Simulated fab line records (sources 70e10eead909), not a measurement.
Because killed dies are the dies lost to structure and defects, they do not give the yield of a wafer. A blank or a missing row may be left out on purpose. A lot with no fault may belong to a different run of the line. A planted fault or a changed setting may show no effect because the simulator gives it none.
Check of tool commonality :: flow nandHarc :: Sampled: 11 lots, 33 wafers

WHY IT WAS OPENED
On 3 of the 11 lots, a flag is raised at NHARC_A_SLIT_CD_MEAS_09 on the reading cdNm. No-fault wafers: 299.9 nm, standard deviation 0.4.
Rule: a lot is flagged when every wafer of it that has a number lies more than 4 standard deviations from that mean, or none has a number. The rest of the lots are taken to be sound.

lot: L737
measured: day 19 16:54
on: cdSem-02
cdNm (nm), wafer by wafer: 300.0 299.6 299.8
flag: 

lot: L739
measured: day 20 13:29
on: cdSem-03
cdNm (nm), wafer by wafer: 300.1 300.0 300.1
flag: 

lot: L740
measured: day 20 13:39
on: cdSem-03
cdNm (nm), wafer by wafer: 300.0 299.9 300.4
flag: 

lot: L738
measured: day 22 19:11
on: cdSem-01
cdNm (nm), wafer by wafer: 300.2 299.9 299.5
flag: 

lot: L750
measured: day 25 12:23
on: cdSem-03
cdNm (nm), wafer by wafer: 295.7 295.7 295.9
flag: FLAGGED

lot: L752
measured: day 25 20:17
on: cdSem-03
cdNm (nm), wafer by wafer: 297.1 297.0 296.7
flag: FLAGGED

lot: L753
measured: day 25 22:36
on: cdSem-01
cdNm (nm), wafer by wafer: 299.7 299.7 299.6
flag: 

lot: L751
measured: day 25 23:13
on: cdSem-01
cdNm (nm), wafer by wafer: 296.3 296.8 296.4
flag: FLAGGED

lot: L754
measured: day 26 09:08
on: cdSem-01
cdNm (nm), wafer by wafer: 300.1 300.2 300.5
flag: 

lot: L758
measured: day 28 16:12
on: cdSem-02
cdNm (nm), wafer by wafer: 300.4 300.8 300.4
flag: 

lot: L759
measured: day 28 18:23
on: cdSem-01
cdNm (nm), wafer by wafer: 299.8 299.8 300.1
flag: 
The mean of the flagged lots' numbers is 296.4 nm, -3.5 nm from the usual (-9 standard deviations).

LOT BY LOT: THE TOOL USED
The record holds 2 process steps before the reading, out of a route of 1302 steps. Read each cell as the tool, then ch plus the chambers that the sampled wafers visited, then the start.
lot: L737
flag: 
NHARC_A_SLIT_DEP_00: aclDep-01 ch 0, day 19 13:08
NHARC_A_SLIT_EXPOSE_06: arfiScanner-03 ch 0, day 19 16:46

lot: L739
flag: 
NHARC_A_SLIT_DEP_00: aclDep-02 ch 0, day 20 08:41
NHARC_A_SLIT_EXPOSE_06: arfiScanner-02 ch 0, day 20 13:21

lot: L740
flag: 
NHARC_A_SLIT_DEP_00: aclDep-03 ch 0, day 20 08:46
NHARC_A_SLIT_EXPOSE_06: arfiScanner-01 ch 0, day 20 13:30

lot: L738
flag: 
NHARC_A_SLIT_DEP_00: aclDep-02 ch 0, day 22 14:43
NHARC_A_SLIT_EXPOSE_06: arfiScanner-03 ch 0, day 22 19:02

lot: L750
flag: FLAGGED
NHARC_A_SLIT_DEP_00: aclDep-03 ch 0, day 25 08:00
NHARC_A_SLIT_EXPOSE_06: arfiScanner-03 ch 0, day 25 12:15

lot: L752
flag: FLAGGED
NHARC_A_SLIT_DEP_00: aclDep-02 ch 0, day 25 15:56
NHARC_A_SLIT_EXPOSE_06: arfiScanner-03 ch 0, day 25 20:08

lot: L753
flag: 
NHARC_A_SLIT_DEP_00: aclDep-01 ch 0, day 25 18:08
NHARC_A_SLIT_EXPOSE_06: arfiScanner-02 ch 0, day 25 22:28

lot: L751
flag: FLAGGED
NHARC_A_SLIT_DEP_00: aclDep-03 ch 0, day 25 18:46
NHARC_A_SLIT_EXPOSE_06: arfiScanner-03 ch 0, day 25 23:04

lot: L754
flag: 
NHARC_A_SLIT_DEP_00: aclDep-03 ch 0, day 26 05:17
NHARC_A_SLIT_EXPOSE_06: arfiScanner-02 ch 0, day 26 09:00

lot: L758
flag: 
NHARC_A_SLIT_DEP_00: aclDep-03 ch 0, day 28 11:40
NHARC_A_SLIT_EXPOSE_06: arfiScanner-02 ch 0, day 28 16:04

lot: L759
flag: 
NHARC_A_SLIT_DEP_00: aclDep-01 ch 0, day 28 14:03
NHARC_A_SLIT_EXPOSE_06: arfiScanner-01 ch 0, day 28 18:14
What these steps do:
- NHARC_A_SLIT_DEP_00: deposits aC, target thk 6200 nm.
- NHARC_A_SLIT_EXPOSE_06: exposes mask SLIT.
- NHARC_A_SLIT_CD_MEAS_09: target cd 300 nm.

FLAGGED AGAINST TOTAL, ONE TOOL AT A TIME (gauges that did the reading follow at the end)
step: NHARC_A_SLIT_DEP_00
tool: aclDep-01
lots run: 3
flagged: 0
share of the flagged lots: none
sound lots run after its first flagged lot: -

step: NHARC_A_SLIT_DEP_00
tool: aclDep-02
lots run: 3
flagged: 1
share of the flagged lots: some
sound lots run after its first flagged lot: 0

step: NHARC_A_SLIT_DEP_00
tool: aclDep-03
lots run: 5
flagged: 2
share of the flagged lots: some
sound lots run after its first flagged lot: 2 (L754,L758)

step: NHARC_A_SLIT_EXPOSE_06
tool: arfiScanner-01
lots run: 2
flagged: 0
share of the flagged lots: none
sound lots run after its first flagged lot: -

step: NHARC_A_SLIT_EXPOSE_06
tool: arfiScanner-02
lots run: 4
flagged: 0
share of the flagged lots: none
sound lots run after its first flagged lot: -

step: NHARC_A_SLIT_EXPOSE_06
tool: arfiScanner-03
lots run: 5
flagged: 3
share of the flagged lots: all
sound lots run after its first flagged lot: 0

step: NHARC_A_SLIT_CD_MEAS_09
tool: cdSem-01
lots run: 5
flagged: 1
share of the flagged lots: some
sound lots run after its first flagged lot: 2 (L754,L759)

step: NHARC_A_SLIT_CD_MEAS_09
tool: cdSem-02
lots run: 2
flagged: 0
share of the flagged lots: none
sound lots run after its first flagged lot: -

step: NHARC_A_SLIT_CD_MEAS_09
tool: cdSem-03
lots run: 4
flagged: 2
share of the flagged lots: some
sound lots run after its first flagged lot: 0

WHAT THE TABLE PERMITS
In the table, 1 row covers all flagged lots: arfiScanner-03 at NHARC_A_SLIT_EXPOSE_06.
- arfiScanner-03 at NHARC_A_SLIT_EXPOSE_06 ran 5 lots, 3 of them flagged. Its last sound lot is L738 (day 22 19:02), its first flagged lot L750 (day 25 12:15): a fault that began between those two fits. Its own readings lie more than 4 standard deviations out on every wafer of the flagged lots: exposureDoseMJCm2.
arfiScanner-03 at NHARC_A_SLIT_EXPOSE_06 is the single tool remaining.

WHAT THE SIMULATOR HAD INSERTED
Process parameter drift: arfiScanner-03, from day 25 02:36 on, at NHARC_A_SLIT_EXPOSE_06. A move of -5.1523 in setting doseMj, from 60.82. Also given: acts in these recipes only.
Shown lots that were struck: L750, L752, L751. The rule above found the same.
